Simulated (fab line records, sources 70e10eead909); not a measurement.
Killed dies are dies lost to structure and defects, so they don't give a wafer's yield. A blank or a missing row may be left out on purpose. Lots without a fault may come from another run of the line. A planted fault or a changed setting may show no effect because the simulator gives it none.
Which tool did it? | flow nand_harc | 24 lots, 72 wafers sampled, at 6 steps of a route of 1159

WHAT THE GAUGES READ, wafer by wafer
NHARC_A_SLIT_OVL_MEAS_10.
lot  | measured     | on         | overlay_x_nm (nm) | overlay_y_nm (nm)
L074 | day 13 12:14 | overlay-02 | 0.1 0.2 -0.4      | 0.6 1.3 0.8
L075 | day 14 13:14 | overlay-02 | -0.1 0.1 -0.4     | 0.9 -0.4 0.0
L077 | day 15 01:04 | overlay-01 | -0.6 -1.5 -1.0    | -0.3 -0.4 -0.4
L076 | day 15 00:21 | overlay-02 | 0.2 0.8 0.3       | -0.8 -0.5 -0.5
L078 | day 15 00:11 | overlay-01 | 0.2 1.2 -0.1      | -0.6 -0.7 -1.4
L079 | day 15 14:00 | overlay-02 | 0.5 1.1 0.3       | -0.8 -1.0 -0.4
L080 | day 15 14:14 | overlay-02 | -1.4 -1.6 -1.5    | -1.3 -1.3 -1.3
L082 | day 15 14:13 | overlay-02 | 0.6 0.8 0.0       | -0.3 -0.1 0.1
L081 | day 16 13:31 | overlay-02 | -0.5 -0.5 -0.9    | 0.4 0.0 0.1
L085 | day 16 21:02 | overlay-02 | 0.7 0.1 0.8       | -0.1 0.3 -0.2
L084 | day 16 21:22 | overlay-02 | 0.6 0.5 -0.1      | 1.7 1.8 1.5
L087 | day 17 05:20 | overlay-02 | -0.5 -0.9 -1.3    | 0.0 0.1 0.0
L086 | day 17 05:11 | overlay-02 | 0.5 0.2 -0.1      | -1.6 -1.4 -1.8
L083 | day 17 05:00 | overlay-02 | 0.4 -0.1 -0.1     | 0.2 0.0 0.0
L089 | day 17 16:59 | overlay-02 | -0.6 -0.5 -0.7    | -1.0 -1.0 -1.0
L088 | day 17 16:37 | overlay-02 | 0.1 0.4 -0.4      | 1.4 1.4 1.5
L090 | day 18 10:56 | overlay-02 | -0.2 0.4 0.4      | -0.9 -0.9 -1.2
L093 | day 18 19:19 | overlay-02 | -1.1 -0.4 -0.5    | -0.1 -0.3 -0.5
L092 | day 18 20:33 | overlay-02 | 0.7 0.4 0.7       | 0.1 0.1 0.2
L094 | day 19 02:35 | overlay-02 | -0.1 -0.3 -0.2    | -1.3 -0.8 -1.6
L091 | day 19 02:25 | overlay-02 | 0.0 1.1 0.8       | -0.5 -0.3 -0.5
L097 | day 20 04:11 | overlay-02 | 1.3 1.6 2.2       | -0.5 -0.1 -0.5
L096 | day 20 03:49 | overlay-02 | 0.2 0.6 0.3       | 0.0 -0.4 -1.3
L095 | day 20 04:02 | overlay-02 | -0.3 -0.1 0.0     | 0.6 0.2 0.2

NHARC_A_SLIT_CD_MEAS_21.
lot  | measured     | on        | cd_nm (nm)
L074 | day 13 15:43 | cd_sem-01 | 291.5 290.6 288.8
L075 | day 14 16:51 | cd_sem-01 | 290.5 288.9 291.2
L077 | day 15 05:23 | cd_sem-03 | 288.5 291.9 289.9
L076 | day 15 03:56 | cd_sem-01 | 288.4 289.3 288.5
L078 | day 15 03:41 | cd_sem-03 | 288.0 287.4 290.4
L079 | day 15 17:32 | cd_sem-03 | 290.2 291.1 290.6
L080 | day 15 20:53 | cd_sem-02 | 288.7 291.6 291.7
L082 | day 15 19:11 | cd_sem-01 | 289.9 289.8 288.3
L081 | day 16 16:58 | cd_sem-01 | 290.7 288.5 290.8
L085 | day 17 00:36 | cd_sem-01 | 288.6 291.6 291.6
L084 | day 17 00:57 | cd_sem-02 | 289.3 290.9 290.6
L087 | day 17 10:52 | cd_sem-02 | 291.4 288.8 289.8
L086 | day 17 09:31 | cd_sem-01 | 287.9 288.5 289.0
L083 | day 17 09:10 | cd_sem-01 | 291.8 290.9 292.2
L089 | day 17 20:53 | cd_sem-02 | 289.8 287.5 291.3
L088 | day 17 20:08 | cd_sem-02 | 289.4 291.5 289.6
L090 | day 18 14:28 | cd_sem-01 | 290.4 288.4 289.4
L093 | day 18 22:53 | cd_sem-02 | 292.1 291.8 290.8
L092 | day 19 00:02 | cd_sem-01 | 291.0 289.4 292.8
L094 | day 19 06:07 | cd_sem-03 | 290.6 289.6 289.4
L091 | day 19 05:57 | cd_sem-01 | 290.1 291.1 290.2
L097 | day 20 08:59 | cd_sem-02 | 291.1 290.9 290.8
L096 | day 20 07:19 | cd_sem-01 | 289.2 290.6 290.0
L095 | day 20 07:37 | cd_sem-02 | 290.3 291.0 291.1

WHICH TOOL RAN EACH LOT (tool, then ch and the chambers of the sampled wafers, then the start)
lot  | NHARC_A_STAIRCASE_DEP_151       | NHARC_A_STAIRCASE_ETCHBACK_157     | NHARC_A_SGD_CUT_DESCUM_14          | NHARC_A_SLIT_DEP_00
L074 | pecvd-04 ch 1,2, day 11 18:14   | rie_diel-03 ch 0,1,2, day 12 22:07 | rie_diel-09 ch 0,2,3, day 12 23:53 | acl_dep-03 ch 0, day 13 09:22
L075 | pecvd-04 ch 0,1,2, day 12 18:02 | rie_diel-02 ch 1,2,3, day 13 23:31 | rie_diel-04 ch 0,2,3, day 14 01:24 | acl_dep-02 ch 0, day 14 10:31
L077 | pecvd-01 ch 0,1,2, day 13 06:17 | rie_diel-12 ch 0,1,2, day 14 11:45 | rie_diel-06 ch 0,1,2, day 14 13:34 | acl_dep-03 ch 0, day 14 22:15
L076 | pecvd-04 ch 0,2, day 13 06:25   | rie_diel-12 ch 0,3, day 14 12:27   | rie_diel-04 ch 0,2, day 14 14:17   | acl_dep-01 ch 0, day 14 21:49
L078 | pecvd-01 ch 0,1,2, day 13 06:51 | rie_diel-12 ch 0,2,3, day 14 11:32 | rie_diel-04 ch 1,3, day 14 13:24   | acl_dep-02 ch 0, day 14 21:26
L079 | pecvd-04 ch 0,1,2, day 13 19:17 | rie_diel-12 ch 0,2,3, day 15 02:35 | rie_diel-06 ch 0,1, day 15 04:32   | acl_dep-03 ch 0, day 15 11:54
L080 | pecvd-01 ch 0,2, day 13 19:17   | rie_diel-12 ch 0,1,3, day 15 03:53 | rie_diel-09 ch 0,1, day 15 05:42   | acl_dep-02 ch 0, day 15 11:29
L082 | pecvd-03 ch 1,2, day 14 00:52   | rie_diel-03 ch 0,2,3, day 15 02:30 | rie_diel-04 ch 0,3, day 15 04:23   | acl_dep-01 ch 0, day 15 11:46
L081 | pecvd-04 ch 1,2, day 14 14:48   | rie_diel-03 ch 0,1,3, day 15 22:35 | rie_diel-04 ch 0,1,2, day 16 00:34 | acl_dep-01 ch 0, day 16 10:43
L085 | pecvd-03 ch 1,2, day 15 03:19   | rie_diel-02 ch 1,2,3, day 16 09:31 | rie_diel-06 ch 1,2, day 16 11:17   | acl_dep-01 ch 0, day 16 18:45
L084 | pecvd-01 ch 1,2, day 15 03:25   | rie_diel-03 ch 0,1,2, day 16 09:49 | rie_diel-04 ch 0,2,3, day 16 11:38 | acl_dep-03 ch 0, day 16 19:14
L087 | pecvd-04 ch 0,1, day 15 09:55   | rie_diel-03 ch 0,3, day 16 17:41   | rie_diel-06 ch 0,2,3, day 16 20:01 | acl_dep-02 ch 0, day 17 02:04
L086 | pecvd-04 ch 0,1, day 15 12:20   | rie_diel-12 ch 1,3, day 16 16:28   | rie_diel-09 ch 0,2, day 16 18:25   | acl_dep-03 ch 0, day 17 02:17
L083 | pecvd-03 ch 0,1,2, day 15 12:29 | rie_diel-02 ch 2,3, day 16 19:09   | rie_diel-06 ch 2,3, day 16 21:02   | acl_dep-01 ch 0, day 17 02:55
L089 | pecvd-01 ch 0,1,2, day 16 01:24 | rie_diel-03 ch 0,1,3, day 17 04:47 | rie_diel-06 ch 0,1,3, day 17 06:53 | acl_dep-03 ch 0, day 17 14:13
L088 | pecvd-03 ch 0,1,2, day 16 01:27 | rie_diel-02 ch 0,1,3, day 17 04:15 | rie_diel-04 ch 0,1,2, day 17 06:43 | acl_dep-01 ch 0, day 17 13:50
L090 | pecvd-03 ch 0,1,2, day 16 19:54 | rie_diel-12 ch 0,2,3, day 17 23:35 | rie_diel-06 ch 0,1,2, day 18 01:29 | acl_dep-02 ch 0, day 18 09:16
L093 | pecvd-01 ch 0,1,2, day 17 04:00 | rie_diel-03 ch 1,2,3, day 18 07:31 | rie_diel-04 ch 0,1,3, day 18 09:25 | acl_dep-02 ch 0, day 18 16:33
L092 | pecvd-03 ch 0,1,2, day 17 04:10 | rie_diel-12 ch 0,1,3, day 18 07:50 | rie_diel-09 ch 0,1,2, day 18 09:47 | acl_dep-03 ch 0, day 18 18:42
L094 | pecvd-04 ch 0,1,2, day 17 08:43 | rie_diel-02 ch 0,1,3, day 18 12:43 | rie_diel-09 ch 0,2,3, day 18 15:41 | acl_dep-01 ch 0, day 18 23:47
L091 | pecvd-03 ch 0,1,2, day 17 08:54 | rie_diel-02 ch 0,2,3, day 18 12:37 | rie_diel-04 ch 0,1,2, day 18 15:16 | acl_dep-03 ch 0, day 18 23:46
L097 | pecvd-04 ch 0,1, day 18 04:48   | rie_diel-02 ch 0,1,3, day 19 13:49 | rie_diel-09 ch 0,2,3, day 19 15:41 | acl_dep-01 ch 0, day 20 01:17
L096 | pecvd-03 ch 0,2, day 18 04:59   | rie_diel-02 ch 2,3, day 19 13:31   | rie_diel-04 ch 0,1,3, day 19 15:24 | acl_dep-03 ch 0, day 20 01:11
L095 | pecvd-01 ch 0,1,2, day 18 04:59 | rie_diel-03 ch 1,2,3, day 19 13:19 | rie_diel-06 ch 1,2,3, day 19 15:12 | acl_dep-02 ch 0, day 20 01:52
- NHARC_A_STAIRCASE_DEP_151: deposits SiO2, target thk 3800 nm.
- NHARC_A_STAIRCASE_ETCHBACK_157: etches the open film in CH3F/O2, target depth 90 nm, time 167.14 s.
- NHARC_A_SGD_CUT_DESCUM_14: chemistry O2, time 3 s.
- NHARC_A_SLIT_DEP_00: deposits aC, target thk 3200 nm.

WHAT THE TOOLS THEMSELVES READ (means of the sampled wafers that have a number; where no wafer has one, the mark that the record gives instead)
NHARC_A_STAIRCASE_DEP_151.
lot  | tool     | heater_power_w (W)
L074 | pecvd-04 | 635
L075 | pecvd-04 | 727
L077 | pecvd-01 | 714
L076 | pecvd-04 | 647
L078 | pecvd-01 | 680
L079 | pecvd-04 | 644
L080 | pecvd-01 | 605
L082 | pecvd-03 | 744
L081 | pecvd-04 | 639
L085 | pecvd-03 | 711
L084 | pecvd-01 | 681
L087 | pecvd-04 | 680
L086 | pecvd-04 | 683
L083 | pecvd-03 | 612
L089 | pecvd-01 | 679
L088 | pecvd-03 | 687
L090 | pecvd-03 | 623
L093 | pecvd-01 | 696
L092 | pecvd-03 | 609
L094 | pecvd-04 | 751
L091 | pecvd-03 | 635
L097 | pecvd-04 | 678
L096 | pecvd-03 | 562
L095 | pecvd-01 | 669

NHARC_A_STAIRCASE_ETCHBACK_157.
lot  | tool        | bias_w (W) | drypump_motor_current_A (A) | o2_flow_sccm (sccm) | oes_product_au (a.u.) | rf_vpp_V (V) | showerhead_plenum_p_Torr (Torr) | throttle_valve_pct (%)
L074 | rie_diel-03 | 100.20     | 5.1                         | 30.01               | 0.97                  | 245.1        | 2.49                            | 20.670
L075 | rie_diel-02 | 100.06     | 5.5                         | 30.05               | 0.97                  | 242.8        | 2.36                            | 20.657
L077 | rie_diel-12 | 99.81      | 5.9                         | 30.03               | 0.92                  | 246.3        | 2.48                            | 20.656
L076 | rie_diel-12 | 99.86      | 5.5                         | 30.04               | 0.95                  | 246.2        | 2.51                            | 20.662
L078 | rie_diel-12 | 100.07     | 5.7                         | 30.02               | 0.97                  | 245.4        | 2.53                            | 20.650
L079 | rie_diel-12 | 99.81      | 5.7                         | 29.92               | 0.91                  | 246.1        | 2.53                            | 20.662
L080 | rie_diel-12 | 99.94      | 5.6                         | 30.00               | 0.99                  | 244.2        | 2.46                            | 20.669
L082 | rie_diel-03 | 99.96      | 5.5                         | 30.02               | 0.93                  | 243.9        | 2.47                            | 20.663
L081 | rie_diel-03 | 99.73      | 5.4                         | 30.06               | 0.95                  | 244.0        | 2.45                            | 20.658
L085 | rie_diel-02 | 99.92      | 5.5                         | 29.99               | 1.01                  | 242.5        | 2.36                            | 20.664
L084 | rie_diel-03 | 99.80      | 5.1                         | 30.07               | 0.93                  | 244.3        | 2.48                            | 20.658
L087 | rie_diel-03 | 99.85      | 5.7                         | 30.02               | 1.01                  | 244.0        | 2.42                            | 20.660
L086 | rie_diel-12 | 100.09     | 5.5                         | 30.07               | 0.99                  | 243.7        | 2.45                            | 20.666
L083 | rie_diel-02 | 99.67      | 5.3                         | 29.97               | 1.02                  | 243.3        | 2.39                            | 20.658
L089 | rie_diel-03 | 100.01     | 5.4                         | 30.02               | 0.93                  | 243.1        | 2.45                            | 20.662
L088 | rie_diel-02 | 99.83      | 5.7                         | 30.08               | 1.01                  | 242.3        | 2.35                            | 20.672
L090 | rie_diel-12 | 100.08     | 5.7                         | 29.91               | 0.99                  | 244.9        | 2.52                            | 20.665
L093 | rie_diel-03 | 99.91      | 5.4                         | 30.06               | 1.00                  | 245.3        | 2.47                            | 20.659
L092 | rie_diel-12 | 99.94      | 5.6                         | 29.91               | 0.98                  | 243.5        | 2.45                            | 20.674
L094 | rie_diel-02 | 99.92      | 5.7                         | 30.10               | 0.94                  | 243.0        | 2.34                            | 20.665
L091 | rie_diel-02 | 99.71      | 5.4                         | 29.99               | 0.93                  | 242.6        | 2.37                            | 20.662
L097 | rie_diel-02 | 99.79      | 5.7                         | 29.96               | 0.99                  | 243.5        | 2.34                            | 20.668
L096 | rie_diel-02 | 100.13     | 5.3                         | 29.94               | 0.98                  | 242.5        | 2.37                            | 20.651
L095 | rie_diel-03 | 99.96      | 5.4                         | 30.15               | 1.01                  | 244.1        | 2.47                            | 20.664

NHARC_A_SGD_CUT_DESCUM_14.
lot  | tool        | drypump_motor_current_A (A) | o2_flow_sccm (sccm) | oes_product_au (a.u.) | rf_vpp_V (V) | showerhead_plenum_p_Torr (Torr) | throttle_valve_pct (%)
L074 | rie_diel-09 | 5.9                         | 199.8               | 0.992                 | 57.3         | 1.86                            | 11.304
L075 | rie_diel-04 | 5.4                         | 200.4               | 1.000                 | 56.9         | 1.87                            | 11.313
L077 | rie_diel-06 | 5.5                         | 200.8               | 0.998                 | 57.8         | 1.94                            | 11.312
L076 | rie_diel-04 | 5.4                         | 200.4               | 1.005                 | 57.9         | 1.90                            | 11.318
L078 | rie_diel-04 | 6.1                         | 200.1               | 0.982                 | 58.3         | 1.97                            | 11.318
L079 | rie_diel-06 | 5.6                         | 199.8               | 1.014                 | 57.3         | 1.97                            | 11.314
L080 | rie_diel-09 | 5.7                         | 200.2               | 1.005                 | 57.2         | 1.84                            | 11.310
L082 | rie_diel-04 | 5.2                         | 199.3               | 0.998                 | 58.0         | 1.86                            | 11.307
L081 | rie_diel-04 | 5.8                         | 199.4               | 1.002                 | 57.5         | 1.95                            | 11.308
L085 | rie_diel-06 | 5.8                         | 200.1               | 0.999                 | 57.4         | 1.92                            | 11.302
L084 | rie_diel-04 | 5.4                         | 199.7               | 0.991                 | 58.0         | 1.87                            | 11.309
L087 | rie_diel-06 | 5.5                         | 200.2               | 0.993                 | 57.9         | 1.88                            | 11.312
L086 | rie_diel-09 | 5.9                         | 201.1               | 0.988                 | 57.3         | 1.84                            | 11.320
L083 | rie_diel-06 | 5.8                         | 200.0               | 0.992                 | 58.7         | 1.86                            | 11.322
L089 | rie_diel-06 | 5.5                         | 200.2               | 1.003                 | 57.8         | 1.91                            | 11.308
L088 | rie_diel-04 | 5.8                         | 200.1               | 0.982                 | 57.6         | 1.95                            | 11.308
L090 | rie_diel-06 | 5.5                         | 199.8               | 0.997                 | 58.8         | 1.94                            | 11.313
L093 | rie_diel-04 | 5.6                         | 199.9               | 0.990                 | 57.5         | 1.91                            | 11.313
L092 | rie_diel-09 | 5.8                         | 200.4               | 0.996                 | 57.9         | 1.86                            | 11.313
L094 | rie_diel-09 | 6.0                         | 199.6               | 0.985                 | 57.6         | 1.86                            | 11.315
L091 | rie_diel-04 | 5.8                         | 200.0               | 0.993                 | 57.7         | 1.95                            | 11.318
L097 | rie_diel-09 | 5.9                         | 200.2               | 0.987                 | 57.5         | 1.86                            | 11.316
L096 | rie_diel-04 | 5.6                         | 199.4               | 0.990                 | 57.5         | 1.91                            | 11.309
L095 | rie_diel-06 | 5.9                         | 200.2               | 0.991                 | 57.9         | 1.89                            | 11.313

NHARC_A_SLIT_DEP_00.
lot  | tool       | throttle_valve_pct (%)
L074 | acl_dep-03 | 35.002
L075 | acl_dep-02 | 35.003
L077 | acl_dep-03 | 35.005
L076 | acl_dep-01 | 35.008
L078 | acl_dep-02 | 34.996
L079 | acl_dep-03 | 35.005
L080 | acl_dep-02 | 34.994
L082 | acl_dep-01 | 35.003
L081 | acl_dep-01 | 35.002
L085 | acl_dep-01 | 34.998
L084 | acl_dep-03 | 34.998
L087 | acl_dep-02 | 34.996
L086 | acl_dep-03 | 35.001
L083 | acl_dep-01 | 35.000
L089 | acl_dep-03 | 35.009
L088 | acl_dep-01 | 34.999
L090 | acl_dep-02 | 34.997
L093 | acl_dep-02 | 35.004
L092 | acl_dep-03 | 35.007
L094 | acl_dep-01 | 34.998
L091 | acl_dep-03 | 34.990
L097 | acl_dep-01 | 35.001
L096 | acl_dep-03 | 35.000
L095 | acl_dep-02 | 34.991

THE ANSWER, worked out from the rows above alone
Rule: what is usual is taken from the lots themselves. Put in order of their means at a reading, lots are off if they are a third of the lots or fewer, leave a main group of 4 or more, and stand apart from it by a gap of 3 or more times the standard deviation of the main group's means; of several such gaps the widest counts. A main group whose means are all the same, to the digits that the tables above print for the reading, isn't used. A lot without any number at a reading at which 4 lots or more have one is off too. The other lots that the step has rows for count as sound. The gauges are gone through in route order, then the tools' own readings, and for those a lot's mean is taken as printed above. The first step at which some lot is off is used, and at that step the reading that is off furthest; a lot without a number counts as furthest.
No lot is off at any reading shown: from this, nothing can be told.

WHAT THE SIMULATOR HAD PUT IN
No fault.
